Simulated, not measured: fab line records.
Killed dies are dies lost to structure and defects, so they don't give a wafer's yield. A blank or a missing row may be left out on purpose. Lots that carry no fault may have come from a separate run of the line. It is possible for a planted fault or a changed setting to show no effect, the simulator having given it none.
fab line records	flow n5-finfet
record lots=7	wafers=39
route steps=1938 shown DUMMY_GATE@237 SD_EPI_N@288 SD_EPI_P@307 HKMG_FIN@406 GATE_CUT@466 MOL_CONTACT_COAG@541
start-h: the number of hours between the record's first day and the start of the first shown wafer of the lot	wait-h: hours since the lot's step before	" same as the row above	L1.1+2: one row covering several wafers at once	- either no value or no given start	* or withheld: withheld	< > ~ a bound
route shown NAME@n: names a module that has steps shown in the file, with the first one's number in the route	usual: mean/standard deviation of fault-free wafers	same: alike in all rows	chamber/n: place in a boat	sites: each site's reading	_std_site: the values' standard deviation	_edge_site: outer sites' mean less inner sites'	radius-mm: for every site, how far away it sits from the centre of the wafer	mask NAME#n: copy n	behind: tool/chamber where the wafer was last shaped	hold: what put the lot on hold/how long, in hours/how the hold closed	device: transistor that didn't switch, given as n, p or np	end of line: the route-end tests of the same wafers	step lacking rows: just its recipe	killed: dies that structure and defects cost at the first sort, which is not the same as the wafer's yield	map: the dies of a wafer, with x for killed, . for not killed, _ for no die there
set.NAME: the setting the step ran with; set.NAME@STEP: the setting that earlier step ran with	model.NAME: the simulator's own value behind a step, which no gauge read
lots run with intentionally changed settings; tables by step, rows by wafer
## steps
# step N5_DUMMY_GATE_ETCH_37
# recipe chemistry=N2/H2	target=SOC	target-depth-a=600	overetch-a=300	temp-c=40	ion-energy-ev=200	pressure-mtorr=30	source-w=840	bias-w=150	n2-flow-sccm=200	h2-flow-sccm=200
# usual rf-vpp-V=523.7/3
lot.wafer	tool	chamber	start-h	wait-h	set.source-w	rf-vpp-V
L075.1	rie-diel-05	0	54.25	0.0	840	520.4
L075.2	"	1	"	"	780	536.2
L075.3	"	3	"	"	840	527.7
L075.4	"	2	"	"	840	521.7
L075.5	"	0	"	"	780	532.9
L075.6	"	3	"	"	780	541.2
L077.1	rie-diel-02	1	63.83	0.0	927.9	506.1
L077.2	"	3	"	"	840	522.8
L077.3	"	2	"	"	927.9	511.2
L077.4	"	0	"	"	840	522.9
L077.5	"	0	"	"	840	522.9
L077.6	"	1	"	"	927.9	507.0
L078.1	rie-diel-05	1	70.38	0.0	680.8	562.1
L078.2	"	3	"	"	680.8	566.2
L078.3	"	2	"	"	840	520.8
L078.4	"	0	"	"	680.8	557.5
L078.5	"	1	"	"	840	523.3
L078.6	"	2	"	"	840	521.9
L079.1	rie-diel-02	0	75.93	0.0	910.6	510.1
L079.2	"	1	"	"	840	523.8
L079.3	"	3	"	"	840	523.3
L079.4	"	2	"	"	840	529.6
L079.5	"	3	"	"	910.6	507.6
L079.6	"	0	"	"	910.6	509.5
L080.1	rie-diel-02	2	82.36	0.0	944.1	507.5
L080.2	"	1	"	"	944.1	502.3
L080.3	"	0	"	"	840	522.6
L080.4	"	1	"	"	944.1	502.5
L080.5	"	2	"	"	840	529.0
L080.6	"	0	"	"	840	524.4
L082.2	rie-diel-05	2	98.32	0.0	840	522.1
L082.3	"	3	"	"	840	529.2
L082.4	"	0	"	"	840	520.5
L084.1	rie-diel-05	1	110.14	0.0	840	522.6
L084.2	"	2	"	"	840	522.4
L084.3	"	0	"	"	840	520.1
L084.4	"	3	"	"	840	529.6
L084.5	"	0	"	"	840	519.4
L084.6	"	3	"	"	840	527.4
# step N5_SD_EPI_N_EPI_21
# recipe material=Si:P	dopant=P	temp-c=680	pressure-torr=255	time-s=690
lot.wafer	tool	chamber	start-h	wait-h	set.pressure-torr	model.Si-P_of_SD_EPI_N_EPI_21.thk-nm
L075.1+2	epi-rpcvd-04	0	58.21	0.1	238.3	57.6
L075.3	"	0	"	"	238.3	58
L075.4	"	0	"	"	238.3	57.8
L075.5	"	0	"	"	238.3	56.6
L075.6	"	0	"	"	238.3	58.4
L077.1	epi-rpcvd-04	0	67.76	0.1	219.1	55.2
L077.2+6	"	0	"	"	219.1	54.8
L077.3	"	0	"	"	219.1	55.6
L077.4	"	0	"	"	219.1	55.4
L077.5	"	0	"	"	219.1	55.8
L078.1+5	epi-rpcvd-04	0	75.94	0.2	230	56.8
L078.2	"	0	"	"	230	57.2
L078.3	"	0	"	"	230	57.4
L078.4	"	0	"	"	230	57.6
L078.6	"	0	"	"	230	58
L079.1	epi-rpcvd-04	0	82.23	0.1	255	60.4
L079.2+3+6	"	0	"	"	255	59.6
L079.4	"	0	"	"	255	59.8
L079.5	"	0	"	"	255	60
L080.1+2+3+5	epi-rpcvd-04	0	86.06	0.1	239.7	57.2
L080.4	"	0	"	"	239.7	57.4
L080.6	"	0	"	"	239.7	56.8
L082.2	epi-rpcvd-04	0	103.66	0.4	255	58.6
L082.3	"	0	"	"	255	59
L082.4	"	0	"	"	255	58.4
L084.1	epi-rpcvd-04	0	114.30	0.1	234.6	56.8
L084.2	"	0	"	"	234.6	58.2
L084.3	"	0	"	"	234.6	57.8
L084.4	"	0	"	"	234.6	57.6
L084.5	"	0	"	"	234.6	57.4
L084.6	"	0	"	"	234.6	57
# step N5_SD_EPI_P_ETCH_36
# recipe chemistry=CF4	target=SiARC	target-depth-a=455	mask-material=CAR-ArF-block	time-s=75.8	ion-energy-ev=80	pressure-mtorr=40	source-w=545	bias-w=36	Ar_flow_sccm=100	cf4-flow-sccm=100	ends=cleared
# usual rf-vpp-V=183.9/1.3
lot.wafer	tool	chamber	start-h	wait-h	set.bias-w	rf-vpp-V
L075.1	rie-diel-05	1	61.00	0.0	36	183.6
L075.2	"	0	"	"	41.89	201.1
L075.3	"	2	"	"	41.89	202.5
L075.4	"	3	"	"	41.89	204.2
L075.5	"	0	"	"	36	182.7
L075.6	"	1	"	"	36	183.6
L077.1	rie-diel-05	2	70.61	0.0	36	181.3
L077.2	"	1	"	"	36	183.8
L077.3	"	3	"	"	36	186.1
L077.4	"	0	"	"	36	184.1
L077.5	"	2	"	"	36	181.1
L077.6	"	3	"	"	36	186.7
L078.1	rie-diel-04	1	79.59	0.0	36	184.8
L078.2	"	0	"	"	31.04	166.7
L078.3	"	2	"	"	31.04	168.9
L078.4	"	3	"	"	36	184.3
L078.5	"	2	"	"	36	185.4
L078.6	"	3	"	"	31.04	168.4
L079.1	rie-diel-05	0	85.40	0.0	30.14	162.8
L079.2	"	2	"	"	30.14	164.4
L079.3	"	3	"	"	36	187.0
L079.4	"	1	"	"	36	183.5
L079.5	"	1	"	"	36	183.6
L079.6	"	2	"	"	30.14	163.6
L080.1	rie-diel-05	2	89.87	0.0	31.56	167.5
L080.2	"	1	"	"	36	184.0
L080.3	"	3	"	"	31.56	169.5
L080.4	"	0	"	"	36	183.7
L080.5	"	0	"	"	36	183.1
L080.6	"	1	"	"	31.56	168.3
L082.2	rie-diel-04	0	106.14	0.0	36	184.5
L082.3	"	2	"	"	36	186.2
L082.4	"	3	"	"	36	182.3
L084.1	rie-diel-04	0	117.12	0.0	40.83	197.9
L084.2	"	2	"	"	36	184.1
L084.3	"	1	"	"	40.83	199.4
L084.4	"	3	"	"	40.83	198.5
L084.5	"	2	"	"	36	184.9
L084.6	"	3	"	"	36	184.6
# step N5_HKMG_FIN_ETCH_58
# recipe chemistry=N2/H2	target=SOC	target-depth-a=2158	ion-energy-ev=50	bias-w=13	time-s=741	pressure-mtorr=30	source-w=875	n2-flow-sccm=200	h2-flow-sccm=200
# usual rf-vpp-V=99.1/0.99
lot.wafer	tool	chamber	start-h	wait-h	set.bias-w	rf-vpp-V	model.HKMG_FIN.feature-depth-nm	model.etch.depth-nm	model.SOC_of_HKMG_FIN_COAT_41.thk-nm
L075.1	rie-diel-06	0	81.69	0.0	12.13	94.1	205.2	205.2	96
L075.2	"	3	"	"	13	99.4	212.6	212.6	89
L075.3	"	1	"	"	13	99.5	219	218.9	82.4
L075.4	"	2	"	"	12.13	96.2	206.2	206.2	95
L075.5	"	0	"	"	13	97.9	212.8	212.8	88.2
L075.6	"	1	"	"	12.13	93.8	213	213	87.8
L077.1	rie-diel-06	2	91.37	0.0	10.73	88.2	195	195.1	105.2
L077.2	"	0	"	"	13	99.0	212	211.9	87.2
L077.3	"	1	"	"	13	98.9	219	218.9	81
L077.4	"	3	"	"	10.73	86.8	192.6	192.6	107.6
L077.5	"	2	"	"	13	98.4	209.8	209.8	90.8
L077.6	"	1	"	"	10.73	87.3	203	202.9	98
L078.1	rie-diel-06	0	102.11	0.0	13	100.4	211	211.1	88.4
L078.2	"	1	"	"	11.64	91.5	207.2	207.2	92.4
L078.3	"	2	"	"	13	99.6	211.4	211.5	88.2
L078.4	"	3	"	"	11.64	91.5	199.6	199.7	100.6
L078.5	"	1	"	"	11.64	92.6	207	207	91.6
L078.6	"	0	"	"	13	99.2	209.4	209.5	91
L079.1	rie-diel-06	3	103.74	0.0	14.85	107.2	218.8	218.8	81.2
L079.2	"	0	"	"	14.85	108.0	217	217	84
L079.3	"	1	"	"	13	99.5	213.2	213.2	87.2
L079.4	"	2	"	"	13	99.6	208.4	208.4	91.2
L079.5	"	0	"	"	14.85	107.7	220.2	220.3	80.8
L079.6	"	3	"	"	13	99.7	207.2	207.1	93.2
L080.1	rie-diel-03	2	110.43	0.0	13	98.2	211.2	211.3	88.8
L080.2	"	0	"	"	11.72	92.6	202.8	202.7	97
L080.3	"	1	"	"	13	99.8	214.6	214.6	84.6
L080.4	"	3	"	"	13	98.9	210	210	89.2
L080.5	"	1	"	"	11.72	93.4	206.8	206.7	93
L080.6	"	2	"	"	11.72	91.9	201.4	201.4	97.6
L082.2	rie-diel-01	0	124.44	0.0	13	100.3	209.4	209.4	90.2
L082.3	"	2	"	"	13	98.8	209.6	209.6	89.6
L082.4	"	3	"	"	13	98.1	214	214.1	85.6
L084.1	rie-diel-06	2	135.19	0.0	13	98.9	211	211	87.2
L084.2	"	3	"	"	13	99.6	219.4	219.5	79.8
L084.3	"	0	"	"	13	98.3	211.4	211.4	86
L084.4	"	0	"	"	15.47	110.0	229.4	229.4	68.6
L084.5	"	2	"	"	15.47	110.1	229	228.9	69.6
L084.6	"	3	"	"	15.47	112.3	236.6	236.7	62.4
# step N5_HKMG_FIN_STRIP_93
# recipe chemistry=N2/H2	material=SOC	time-s=20	power-w=500	temp-c=40	pressure-mtorr=50	rf-frequency-hz=6e+07	bias-power-w=8	h2-frac=0.5	n2-flow-sccm=300	h2-flow-sccm=300
lot.wafer	tool	chamber	start-h	wait-h	set.bias-w@HKMG_FIN_ETCH_58	model.SOC_of_HKMG_FIN_COAT_41.thk-nm
L075.1	rie-diel-06	0	82.11	0.2	12.13	86.2
L075.2	"	3	"	"	13	79
L075.3	"	1	"	"	13	72
L075.4	"	2	"	"	12.13	85
L075.5	"	0	"	"	13	78.4
L075.6	"	1	"	"	12.13	77.4
L077.1	rie-diel-06	2	91.80	0.2	10.73	95.2
L077.2	"	0	"	"	13	77.4
L077.3	"	1	"	"	13	70.6
L077.4	"	3	"	"	10.73	97.8
L077.5	"	2	"	"	13	80.8
L077.6	"	1	"	"	10.73	87.6
L078.1	rie-diel-06	0	102.54	0.2	13	78.6
L078.2	"	1	"	"	11.64	82
L078.3	"	2	"	"	13	78.2
L078.4	"	3	"	"	11.64	90.6
L078.5	"	1	"	"	11.64	81.2
L078.6	"	0	"	"	13	81
L079.1+5	rie-diel-06	3,0	104.17	0.2	14.85	71.2
L079.2	"	0	"	"	14.85	74.4
L079.3	"	1	"	"	13	77
L079.4	"	2	"	"	13	81.4
L079.6	"	3	"	"	13	83.4
L080.1	rie-diel-03	2	110.86	0.2	13	78.8
L080.2	"	0	"	"	11.72	87.2
L080.3	"	1	"	"	13	74.6
L080.4	"	3	"	"	13	79.4
L080.5	"	1	"	"	11.72	83
L080.6	"	2	"	"	11.72	87.6
L082.2	rie-diel-01	0	124.87	0.2	13	80.4
L082.3	"	2	"	"	13	79.6
L082.4	"	3	"	"	13	75.4
L084.1	rie-diel-06	2	135.62	0.2	13	77.2
L084.2	"	3	"	"	13	69.6
L084.3	"	0	"	"	13	76.2
L084.4	"	0	"	"	15.47	58.8
L084.5	"	2	"	"	15.47	59.6
L084.6	"	3	"	"	15.47	52
# step N5_HKMG_FIN_EXPOSE_09
# recipe mask-id=NWFM	na=1.35	source-shape=conventional	sigma-outer=0.8	polarization=unpolarized	dose-mj=39.25
lot.wafer	tool	chamber	start-h	wait-h	mask	set.dose-mj
L075.1+2+3+4+5+6	arfi-scanner-03	0	84.54	-	NWFM#0	39.25
L077.1+3+5	arfi-scanner-03	0	94.23	-	NWFM#0	39.25
L077.2+4+6	"	0	"	"	NWFM#0	37.84
L078.1+2+6	arfi-scanner-03	0	104.84	-	NWFM#0	37.39
L078.3+4+5	"	0	"	"	NWFM#0	39.25
L079.1+3+6	arfi-scanner-02	0	106.60	-	NWFM#0	39.25
L079.2+4+5	"	0	"	"	NWFM#0	40.92
L080.1+2+3+4+5+6	arfi-scanner-03	0	113.36	-	NWFM#0	39.25
L082.2+3+4	arfi-scanner-03	0	127.36	-	NWFM#0	39.25
L084.1+3+5	arfi-scanner-01	0	138.13	-	NWFM#0	39.25
L084.2+4+6	"	0	"	"	NWFM#0	38.18
# step N5_HKMG_FIN_PEB_10
# recipe peb-temp-c=withheld	peb-time-s=60	resist=CAR-ArF
# step N5_HKMG_FIN_DEVELOP_11
# recipe develop-time-s=30	developer=TMAH	resist=CAR-ArF	dev-temp-c=23	rinse-liquid=diw	dry=air-spin
# step N5_HKMG_FIN_CD_MEAS_12
# recipe target-cd-nm=92.8	landing-energy-ev=500	detector=se-inlens
# usual cd-nm=93.3/0.61
lot.wafer	tool	chamber	start-h	wait-h	set.dose-mj@HKMG_FIN_EXPOSE_09	cd-nm
L075.1	cd-sem-01	0	84.66	-	39.25	93.7
L075.2	"	0	"	"	39.25	92.9
L075.3	"	0	"	"	39.25	92.9
L075.4	"	0	"	"	39.25	94.0
L075.5	"	0	"	"	39.25	93.1
L075.6	"	0	"	"	39.25	93.3
L077.1	cd-sem-01	0	94.35	-	39.25	93.8
L077.2	"	0	"	"	37.84	90.8
L077.3	"	0	"	"	39.25	93.5
L077.4	"	0	"	"	37.84	90.0
L077.5	"	0	"	"	39.25	92.7
L077.6	"	0	"	"	37.84	90.5
L078.1	cd-sem-01	0	104.97	-	37.39	90.3
L078.2	"	0	"	"	37.39	89.2
L078.3	"	0	"	"	39.25	93.4
L078.4	"	0	"	"	39.25	91.5
L078.5	"	0	"	"	39.25	92.5
L078.6	"	0	"	"	37.39	89.7
L079.1	cd-sem-01	0	106.73	-	39.25	93.5
L079.2	"	0	"	"	40.92	96.2
L079.3	"	0	"	"	39.25	92.8
L079.4	"	0	"	"	40.92	96.7
L079.5	"	0	"	"	40.92	95.1
L079.6	"	0	"	"	39.25	93.5
L080.1	cd-sem-03	0	113.49	-	39.25	93.0
L080.2	"	0	"	"	39.25	93.5
L080.3	"	0	"	"	39.25	94.4
L080.4	"	0	"	"	39.25	92.7
L080.5	"	0	"	"	39.25	92.7
L080.6	"	0	"	"	39.25	93.5
L082.2	cd-sem-03	0	127.48	-	39.25	94.2
L082.3	"	0	"	"	39.25	93.9
L082.4	"	0	"	"	39.25	94.3
L084.1	cd-sem-02	0	138.26	-	39.25	92.7
L084.2	"	0	"	"	38.18	91.5
L084.3	"	0	"	"	39.25	91.7
L084.4	"	0	"	"	38.18	91.1
L084.5	"	0	"	"	39.25	93.6
L084.6	"	0	"	"	38.18	91.2
# step N5_HKMG_FIN_ETCH_32
# recipe chemistry=N2/H2	target=SOC	target-depth-a=2400	temp-c=40	time-s=300	ion-energy-ev=200	mask-material=SiARC	pressure-mtorr=30	source-w=840	bias-w=150	n2-flow-sccm=200	h2-flow-sccm=200
lot.wafer	tool	chamber	start-h	wait-h	set.target-depth-a	model.etch.depth-nm	model.HKMG_FIN.feature-depth-nm	model.SiARC_of_HKMG_FIN_COAT_30.thk-nm
L075.1	rie-diel-06	3	84.84	0.0	2400	234.1	234.2	21.4
L075.2	"	0	"	"	2400	235.8	235.8	21
L075.3	"	1	"	"	2400	243	243	21
L075.4	"	2	"	"	2400	233.4	233.4	21.2
L075.5	"	0	"	"	2400	234.2	234.2	21.2
L075.6	"	3	"	"	2400	232	232	21.4
L077.1	rie-diel-03	0	94.53	0.0	2400	234.5	234.6	21.4
L077.2	"	1	"	"	2400	236.4	236.4	21.2
L077.3	"	3	"	"	2400	230.5	230.4	21.8
L077.4	"	2	"	"	2400	232.3	232.4	21.6
L077.5	"	1	"	"	2400	236	236	21.4
L077.6	"	0	"	"	2400	233.5	233.6	21.4
L078.1	rie-diel-03	1	105.15	0.0	2598	256.9	257	20.2
L078.2	"	3	"	"	2598	250.2	250.2	20.4
L078.3	"	0	"	"	2400	233.4	233.4	21.4
L078.4	"	2	"	"	2400	231.5	231.4	21.8
L078.5	"	2	"	"	2598	249.9	249.8	20.6
L078.6	"	3	"	"	2400	231.5	231.6	21.4
L079.1	rie-diel-01	1	107.22	0.0	2400	238.9	238.8	21.2
L079.2	"	3	"	"	2400	238.3	238.4	21.2
L079.3	"	2	"	"	2400	230.9	231	21.8
L079.4	"	0	"	"	2400	233.1	233.2	21.4
L079.5	"	2	"	"	2400	231.3	231.2	21.8
L079.6	"	3	"	"	2400	236.9	236.8	21.2
L080.1	rie-diel-01	0	113.67	0.0	2123	208.2	208.2	23
L080.2	"	1	"	"	2123	212.9	213	22.6
L080.3	"	2	"	"	2400	233	233	21.6
L080.4	"	3	"	"	2400	239.8	239.8	21
L080.5	"	0	"	"	2123	207.1	207.2	23.2
L080.6	"	1	"	"	2400	239.2	239.2	21
L082.2	rie-diel-03	3	127.66	0.0	2400	230.4	230.4	21.6
L082.3	"	0	"	"	2400	235.1	235	21.4
L082.4	"	0	"	"	2400	235.1	235.2	21.4
L084.1	rie-diel-01	2	138.44	0.0	2400	230.4	230.4	22
L084.2	"	1	"	"	2400	239.4	239.4	21.2
L084.3	"	3	"	"	2400	238.7	238.6	21.4
L084.4	"	0	"	"	2400	236	236	21.6
L084.5	"	1	"	"	2400	237.9	238	21.4
L084.6	"	0	"	"	2400	235.4	235.4	21.6
# step N5_GATE_CUT_ETCH_56
# recipe chemistry=Cl2/Ar	target=TiN	target-depth-a=216	pressure-mtorr=10	icp-w=600	bias-w=60	Cl2_flow_sccm=40	Ar_flow_sccm=60
lot.wafer	tool	chamber	start-h	wait-h	set.icp-w	model.etch.depth-nm
L075.1	rie-metal-02	0	89.43	0.1	600	21.49
L075.2	"	1	"	"	542.3	20.12
L075.3	"	0	"	"	600	21.55
L075.4	"	1	"	"	542.3	20.13
L075.5	"	0	"	"	542.3	19.63
L075.6	"	1	"	"	600	22.14
L077.1	rie-metal-02	1	98.97	0.1	600	21.96
L077.2	"	0	"	"	521.8	19.24
L077.3	"	0	"	"	521.8	19.13
L077.4	"	1	"	"	521.8	19.52
L077.5	"	1	"	"	600	22.06
L077.6	"	0	"	"	600	21.59
L078.1	rie-metal-02	1	109.67	0.1	665.2	24.33
L078.2	"	0	"	"	600	21.36
L078.3	"	1	"	"	600	21.99
L078.4	"	0	"	"	600	21.45
L078.5	"	0	"	"	665.2	23.39
L078.6	"	1	"	"	665.2	24.14
L079.1	rie-metal-02	1	111.78	0.1	525.5	19.45
L079.2	"	0	"	"	600	21.62
L079.3	"	0	"	"	525.5	19.27
L079.4	"	1	"	"	600	22.06
L079.5	"	1	"	"	525.5	19.71
L079.6	"	0	"	"	600	21.74
L080.1	rie-metal-02	0	118.15	0.1	600	21.55
L080.2	"	1	"	"	600	22.13
L080.3	"	1	"	"	686.3	24.73
L080.4	"	0	"	"	686.3	24.35
L080.5	"	0	"	"	686.3	24.3
L080.6	"	1	"	"	600	21.92
L082.2	rie-metal-03	0	132.28	0.1	600	22.04
L082.3	"	0	"	"	600	22.17
L082.4	"	1	"	"	600	21.57
L084.1	rie-metal-03	1	143.06	0.2	600	21.69
L084.2	"	1	"	"	600	21.37
L084.3+5	"	1	"	"	600	21.61
L084.4	"	1	"	"	600	21.6
L084.6	"	1	"	"	600	21.51
# step N5_MOL_CONTACT_COAG_IMPLANT_129
# recipe species=Ge	energy-kev=3	dose-cm2=6e+14	tilt-deg=0	rotation-deg=0
lot.wafer	tool	chamber	start-h	wait-h	set.energy-kev	model.implant.rp-nm	model.implant.drp-nm
L075.1+2+3+4+5+6	implanter-02	0	100.43	0.0	3	6.157	2.134
L077.1+2+5	implanter-01	0	109.08	0.0	2.269	5.369	1.796
L077.3+4+6	"	0	"	"	3	6.261	2.134
L078.1+2+3+4+5+6	implanter-02	0	117.70	0.0	3	6.122	2.134
L079.1+5+6	implanter-02	0	120.05	0.0	3	5.993	2.134
L079.2+3+4	"	0	"	"	3.349	6.375	2.285
L080.1+2+4	implanter-01	0	127.55	0.0	3	5.883	2.134
L080.3+5+6	"	0	"	"	3.802	6.724	2.472
L082.2+3+4	implanter-02	0	140.49	0.1	3	6.197	2.134
L084.1+2+5	implanter-02	0	151.70	0.0	3	6.035	2.134
L084.3+4+6	"	0	"	"	3.642	6.731	2.407
## key
split step=N5_DUMMY_GATE_ETCH_37	setting=source-w	stated=840	by=wafer
response step=N5_DUMMY_GATE_ETCH_37	reading=rf-vpp-V	change=-1.9	per=1%	r=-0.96
split step=N5_SD_EPI_N_EPI_21	setting=pressure-torr	stated=255	by=lot
response step=N5_SD_EPI_N_EPI_21	reading=model.Si-P_of_SD_EPI_N_EPI_21.thk-nm	change=+0.274	per=1%	r=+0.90
split step=N5_SD_EPI_P_ETCH_36	setting=bias-w	stated=36	by=wafer
response step=N5_SD_EPI_P_ETCH_36	reading=rf-vpp-V	change=+1.2	per=1%	r=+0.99
split step=N5_HKMG_FIN_ETCH_58	setting=bias-w	stated=13	by=wafer
response step=N5_HKMG_FIN_ETCH_58	reading=rf-vpp-V	change=+0.634	per=1%	r=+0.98
response step=N5_HKMG_FIN_ETCH_58	reading=model.HKMG_FIN.feature-depth-nm	change=+0.846	per=1%	r=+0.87
response step=N5_HKMG_FIN_ETCH_58	reading=model.etch.depth-nm	change=+0.846	per=1%	r=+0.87
response step=N5_HKMG_FIN_ETCH_58	reading=model.SOC_of_HKMG_FIN_COAT_41.thk-nm	change=-0.839	per=1%	r=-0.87
response step=N5_HKMG_FIN_STRIP_93	reading=model.SOC_of_HKMG_FIN_COAT_41.thk-nm	change=-0.834	per=1%	r=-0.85
split step=N5_HKMG_FIN_EXPOSE_09	setting=dose-mj	stated=39.25	by=wafer
response step=N5_HKMG_FIN_CD_MEAS_12	reading=cd-nm	change=+0.636	per=1%	r=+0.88
split step=N5_HKMG_FIN_ETCH_32	setting=target-depth-a	stated=2400	by=wafer
response step=N5_HKMG_FIN_ETCH_32	reading=model.etch.depth-nm	change=+2.43	per=1%	r=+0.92
response step=N5_HKMG_FIN_ETCH_32	reading=model.HKMG_FIN.feature-depth-nm	change=+2.43	per=1%	r=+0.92
response step=N5_HKMG_FIN_ETCH_32	reading=model.SiARC_of_HKMG_FIN_COAT_30.thk-nm	change=-0.146	per=1%	r=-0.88
split step=N5_GATE_CUT_ETCH_56	setting=icp-w	stated=600	by=wafer
response step=N5_GATE_CUT_ETCH_56	reading=model.etch.depth-nm	change=+0.192	per=1%	r=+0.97
split step=N5_MOL_CONTACT_COAG_IMPLANT_129	setting=energy-kev	stated=3	by=wafer
response step=N5_MOL_CONTACT_COAG_IMPLANT_129	reading=model.implant.rp-nm	change=+0.0334	per=1%	r=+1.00
response step=N5_MOL_CONTACT_COAG_IMPLANT_129	reading=model.implant.drp-nm	change=+0.0131	per=1%	r=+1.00
